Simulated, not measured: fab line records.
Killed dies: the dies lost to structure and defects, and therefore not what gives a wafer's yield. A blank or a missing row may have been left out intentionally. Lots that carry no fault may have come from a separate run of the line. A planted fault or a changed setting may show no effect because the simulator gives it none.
Which of the tools did it? | flow nand_harc | 14 lots with 40 wafers sampled at 5 steps, on a route of 1159 steps

WHAT EACH GAUGE READ, for each wafer
NHARC_P_CONTACT_CD_MEAS_12: target cd 90 nm. Usual: cd_nm reads 90.1 nm (standard deviation 0.73).
lot  | measured     | on        | cd_nm (nm)     | flag
L395 | day 5 12:52  | cd_sem-02 | 90.7 91.2 91.2 |
L396 | day 5 14:07  | cd_sem-02 | 90.5 90.9 91.3 |
L400 | day 6 23:31  | cd_sem-03 | 89.2 90.4      |
L401 | day 7 05:01  | cd_sem-01 | 89.4 89.7      |
L408 | day 8 22:23  | cd_sem-02 | 91.3 90.5 89.7 |
L410 | day 9 12:13  | cd_sem-01 | 90.8 90.9 90.4 |
L411 | day 9 12:43  | cd_sem-02 | 89.8 89.0 89.6 |
L412 | day 9 22:04  | cd_sem-03 | 89.7 89.7 88.9 |
L413 | day 9 22:25  | cd_sem-03 | 89.7 90.4 90.4 |
L414 | day 10 03:42 | cd_sem-03 | 89.1 90.3 90.7 |
L415 | day 10 16:30 | cd_sem-02 | 90.4 90.5 89.1 |
L416 | day 10 21:25 | cd_sem-01 | 89.6 89.5 89.4 |
L417 | day 10 23:51 | cd_sem-02 | 89.2 89.9 90.3 |
L418 | day 11 18:25 | cd_sem-02 | 90.6 90.0 89.9 |

NHARC_END_SORT_01. Usual: killed_at_array 27, standard deviation 10; killed_at_other 0.6, standard deviation 0.83; killed_at_periphery 2.4, standard deviation 1.8; killed_dies 30, standard deviation 10; killed_open 3.3, standard deviation 1.7; killed_short 1.8, standard deviation 1.4.
lot  | measured     | on        | killed_at_array | killed_at_other | killed_at_periphery | killed_dies | killed_open | killed_short | flag
L401 | day 20 18:16 | prober-01 | 42              | 0               | 1                   | 43          | 2           | 4            |

EACH LOT AND THE TOOL THAT RAN IT (in order: tool; ch and the chambers of the sampled wafers; start)
lot  | NHARC_P_GATE_STRIP_95                | NHARC_P_CONTACT_SOFTBAKE_07       | NHARC_P_CONTACT_ETCH_36
L395 | plasma_asher-02 ch 0,1, day 5 09:31  | litho_track-01 ch 0, day 5 12:00  | rie_diel-11 ch 0,2,3, no start
L396 | plasma_asher-02 ch 1, day 5 10:34    | litho_track-01 ch 0, day 5 13:00  | rie_diel-08 ch 0,2,3, no start
L400 | plasma_asher-02 ch 1, day 6 19:59    | litho_track-01 ch 0, day 6 23:00  | rie_diel-03 ch 2, no start
L401 | plasma_asher-02 ch 0, day 7 01:37    | litho_track-01 ch 0, day 7 04:00  | rie_diel-03 ch 1,2, day 20 18:16 or earlier
L408 | plasma_asher-01 ch 0,1, day 8 18:55  | litho_track-06 ch 0, day 8 21:00  | rie_diel-03 ch 1,2,3, no start
L410 | plasma_asher-02 ch 0,1, day 9 08:31  | litho_track-01 ch 0, day 9 11:00  | rie_diel-08 ch 0,1,3, no start
L411 | plasma_asher-01 ch 0,1, day 9 09:05  | litho_track-04 ch 0, day 9 12:00  | rie_diel-11 ch 0,3, no start
L412 | plasma_asher-02 ch 0,1, day 9 18:20  | litho_track-01 ch 0, day 9 21:00  | rie_diel-11 ch 1,3, no start
L413 | plasma_asher-01 ch 0,1, day 9 18:35  | litho_track-01 ch 0, day 9 21:00  | rie_diel-03 ch 0,1,3, no start
L414 | plasma_asher-02 ch 0,1, day 10 00:13 | litho_track-06 ch 0, day 10 03:00 | rie_diel-08 ch 0,2,3, no start
L415 | plasma_asher-02 ch 0,1, day 10 13:01 | litho_track-04 ch 0, day 10 16:00 | rie_diel-03 ch 0,1,3, no start
L416 | plasma_asher-02 ch 0,1, day 10 17:49 | litho_track-01 ch 0, day 10 21:00 | rie_diel-08 ch 0,1,3, no start
L417 | plasma_asher-02 ch 0,1, day 10 20:22 | litho_track-06 ch 0, day 10 23:00 | rie_diel-03 ch 1,2,3, no start
L418 | plasma_asher-02 ch 0,1, day 11 14:58 | litho_track-04 ch 0, day 11 17:00 | rie_diel-03 ch 0,1,3, no start
- NHARC_P_GATE_STRIP_95: strips in O2.
- NHARC_P_CONTACT_SOFTBAKE_07: time 55 s.
- NHARC_P_CONTACT_ETCH_36: etches the open film in N2/H2, target depth 260 nm, time 406.25 s.

AS READ BY THE TOOLS THEMSELVES (means over the sampled wafers that have a number; for cases with no such wafer, the mark the record gives instead)
NHARC_P_GATE_STRIP_95. Usual: drypump_motor_current_A 5.7 A, standard deviation 0.32; heater_power_w 329 W, standard deviation 26.
lot  | tool            | drypump_motor_current_A (A) | heater_power_w (W) | flag
L395 | plasma_asher-02 | 5.6                         | 347                |
L396 | plasma_asher-02 | 6.1                         | 310                |
L400 | plasma_asher-02 | 6.1                         | 310                |
L401 | plasma_asher-02 | 5.3                         | 366                |
L408 | plasma_asher-01 | 5.6                         | 311                |
L410 | plasma_asher-02 | 5.8                         | 323                |
L411 | plasma_asher-01 | 5.6                         | 315                |
L412 | plasma_asher-02 | 5.6                         | 330                |
L413 | plasma_asher-01 | 5.7                         | 332                |
L414 | plasma_asher-02 | 5.8                         | 319                |
L415 | plasma_asher-02 | 5.6                         | 337                |
L416 | plasma_asher-02 | 5.6                         | 330                |
L417 | plasma_asher-02 | 5.8                         | 319                |
L418 | plasma_asher-02 | 5.8                         | 323                |

NHARC_P_CONTACT_SOFTBAKE_07. Usual: chill_plate_temp_C 23.00 C, standard deviation 0.1; heater_power_total_W 188.44 W, standard deviation 0.13.
lot  | tool           | chill_plate_temp_C (C) | heater_power_total_W (W) | flag
L395 | litho_track-01 | 22.95                  | 188.48                   |
L396 | litho_track-01 | 22.87                  | 188.38                   |
L400 | litho_track-01 | 22.98                  | 205.50                   | OFF
L401 | litho_track-01 | 22.97                  | 205.55                   | OFF
L408 | litho_track-06 | 22.96                  | 188.42                   |
L410 | litho_track-01 | 23.00                  | 188.37                   |
L411 | litho_track-04 | 22.98                  | 188.64                   |
L412 | litho_track-01 | 23.20                  | 188.48                   |
L413 | litho_track-01 | 23.05                  | 188.54                   |
L414 | litho_track-06 | 23.01                  | 188.49                   |
L415 | litho_track-04 | 22.91                  | 188.35                   |
L416 | litho_track-01 | 22.91                  | 188.38                   |
L417 | litho_track-06 | 23.08                  | 188.42                   |
L418 | litho_track-04 | 23.04                  | 188.54                   |

NHARC_P_CONTACT_ETCH_36. Usual: drypump_motor_current_A 5.7 A, standard deviation 0.65; oes_product_au 0.997 a.u., standard deviation 0.013; rf_vpp_V 430.7 V, standard deviation 2.7; showerhead_plenum_p_Torr 2.05 Torr, standard deviation 0.092; throttle_valve_pct 14.171 %, standard deviation 0.0094.
lot  | tool        | drypump_motor_current_A (A) | oes_product_au (a.u.) | rf_vpp_V (V) | showerhead_plenum_p_Torr (Torr) | throttle_valve_pct (%) | flag
L395 | rie_diel-11 | 6.2                         | 0.995                 | 431.4        | 2.07                            | 14.177                 |
L396 | rie_diel-08 | 5.4                         | 1.008                 | 428.0        | 1.96                            | 14.163                 |
L400 | rie_diel-03 | 6.8                         | 0.992                 | 428.7        | 1.99                            | 14.176                 |
L401 | rie_diel-03 | 6.0                         | 1.003                 | 431.5        | 2.10                            | 14.171                 |
L408 | rie_diel-03 | 5.8                         | 0.989                 | 432.1        | 2.08                            | 14.173                 |
L410 | rie_diel-08 | 5.6                         | 1.001                 | 429.7        | 2.04                            | 14.173                 |
L411 | rie_diel-11 | 6.0                         | 1.003                 | 430.8        | 2.04                            | 14.169                 |
L412 | rie_diel-11 | 5.4                         | 0.997                 | 427.8        | 1.95                            | 14.166                 |
L413 | rie_diel-03 | 5.2                         | 0.999                 | 432.4        | 2.11                            | 14.172                 |
L414 | rie_diel-08 | 5.4                         | 0.996                 | 428.4        | 1.96                            | 14.172                 |
L415 | rie_diel-03 | 5.1                         | 1.000                 | 432.5        | 2.11                            | 14.173                 |
L416 | rie_diel-08 | 5.5                         | 1.006                 | 431.1        | 2.04                            | 14.169                 |
L417 | rie_diel-03 | 5.8                         | 0.999                 | 431.6        | 2.08                            | 14.168                 |
L418 | rie_diel-03 | 5.1                         | 0.996                 | 433.2        | 2.11                            | 14.175                 |

THE ANSWER, worked out from the rows above alone
Rule: a lot counts as off when the mean over its wafers that have a number is more than 3 standard deviations away from the usual mean. Also off: a lot with no number at a reading for which 4 or more lots have one. The other lots that the step has rows for count as sound. The gauges are gone through in route order, then the tools' own readings, and for those a lot's mean is taken as printed above. At the first step where some lot is off, the reading lying furthest off is the one used; lots without a number count as furthest.
Off, at NHARC_P_CONTACT_SOFTBAKE_07 on heater_power_total_W: L400, L401.
If a tool, at that step or one of the process steps before it, ran each lot that is off and ran no sound lot following the first of them, it fits. No candidate that was tried fits.

WHAT THE SIMULATOR HAD INSERTED
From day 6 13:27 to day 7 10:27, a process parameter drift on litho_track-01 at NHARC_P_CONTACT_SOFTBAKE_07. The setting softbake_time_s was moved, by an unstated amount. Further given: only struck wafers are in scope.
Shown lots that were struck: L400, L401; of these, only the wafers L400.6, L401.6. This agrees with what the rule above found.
